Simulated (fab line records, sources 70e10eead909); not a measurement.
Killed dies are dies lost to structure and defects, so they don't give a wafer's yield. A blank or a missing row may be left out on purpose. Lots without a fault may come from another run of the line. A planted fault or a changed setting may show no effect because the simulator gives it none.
Chamber matching | flow nand_harc | NHARC_P_GATE_ETCH_104 on rie_diel-07: 4 sister chambers
The step etches the open film in CF4/CHF3, target depth 60 nm. 18 wafers are shown with their chamber, then 9 later ones without.

WAFERS WITH THEIR CHAMBER
wafer  | chamber | drypump_motor_current_A (A) | rf_vpp_V (V) | oes_product_au (a.u.)
L696.3 | 0       | 5.6                         | 372.1        | 0.940
L696.5 | 2       | 6.2                         | 372.5        | 0.919
L696.6 | 3       | 6.1                         | 369.0        | 0.919
L699.4 | 1       | 5.9                         | 372.7        | 0.924
L699.5 | 3       | 6.2                         | 367.3        | 0.927
L699.6 | 0       | 5.6                         | 372.1        | 0.934
L704.1 | 2       | 6.2                         | 371.1        | 0.921
L704.3 | 0       | 5.6                         | 373.1        | 0.921
L704.6 | 3       | 6.2                         | 367.8        | 0.932
L705.4 | 1       | 5.9                         | 374.4        | 0.937
L705.5 | 1       | 5.9                         | 374.3        | 0.926
L705.6 | 2       | 6.2                         | 372.3        | 0.922
L706.1 | 2       | 6.2                         | 372.1        | 0.923
L706.4 | 0       | 5.6                         | 371.5        | 0.922
L706.5 | 2       | 6.2                         | 371.8        | 0.926
L707.1 | 3       | 6.2                         | 368.6        | 0.933
L707.3 | 2       | 6.2                         | 373.1        | 0.922
L707.4 | 1       | 5.9                         | 372.8        | 0.936

SIGNATURES (means of the wafers above)
reading                 | chamber 0 | chamber 1 | chamber 2 | chamber 3 | scatter within a chamber
drypump_motor_current_A | 5.600     | 5.900     | 6.200     | 6.175     | 0.0231
rf_vpp_V                | 372.200   | 373.550   | 372.150   | 368.175   | 0.753
oes_product_au          | 0.92925   | 0.93075   | 0.92217   | 0.92775   | 0.00623
Rule: a wafer's distance from a chamber is the root of the sum, over the readings, of the square of ((its reading less the chamber's mean) divided by the reading's scatter). The wafer belongs to the nearest chamber; if the next one is less than 2 further off, it can't be placed. The scatter: the root of (the sum of the squares of (reading less its chamber's mean) over the shown wafers, divided by (wafers less chambers)).

WAFERS WITHOUT THEIR CHAMBER
wafer  | drypump_motor_current_A (A) | rf_vpp_V (V) | oes_product_au (a.u.)
L708.1 | 5.9                         | 371.4        | 0.925
L708.2 | 6.2                         | 371.8        | 0.917
L708.5 | 5.9                         | 372.9        | 0.930
L712.1 | 5.6                         | 371.6        | 0.952
L712.2 | 5.9                         | 373.7        | 0.956
L712.6 | 6.2                         | 367.1        | 0.935
L713.1 | 6.2                         | 373.1        | 0.971
L713.2 | 5.9                         | 374.0        | 0.964
L713.4 | 5.6                         | 370.9        | 0.968

WHICH CHAMBER EACH WENT THROUGH
wafer  | from the rows above     | in truth
L708.1 | 1                       | 1
L708.2 | 2                       | 2
L708.5 | 1                       | 1
L712.1 | 0                       | 0
L712.2 | 1                       | 1
L712.6 | 3                       | 3
L713.1 | can't be placed: 2 or 3 | 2
L713.2 | 1                       | 1
L713.4 | 0                       | 0
Placed correctly: 8 of 9. Can't be placed from these rows: 1 (the true chamber is among the candidates in 1). Placed wrongly: 0.
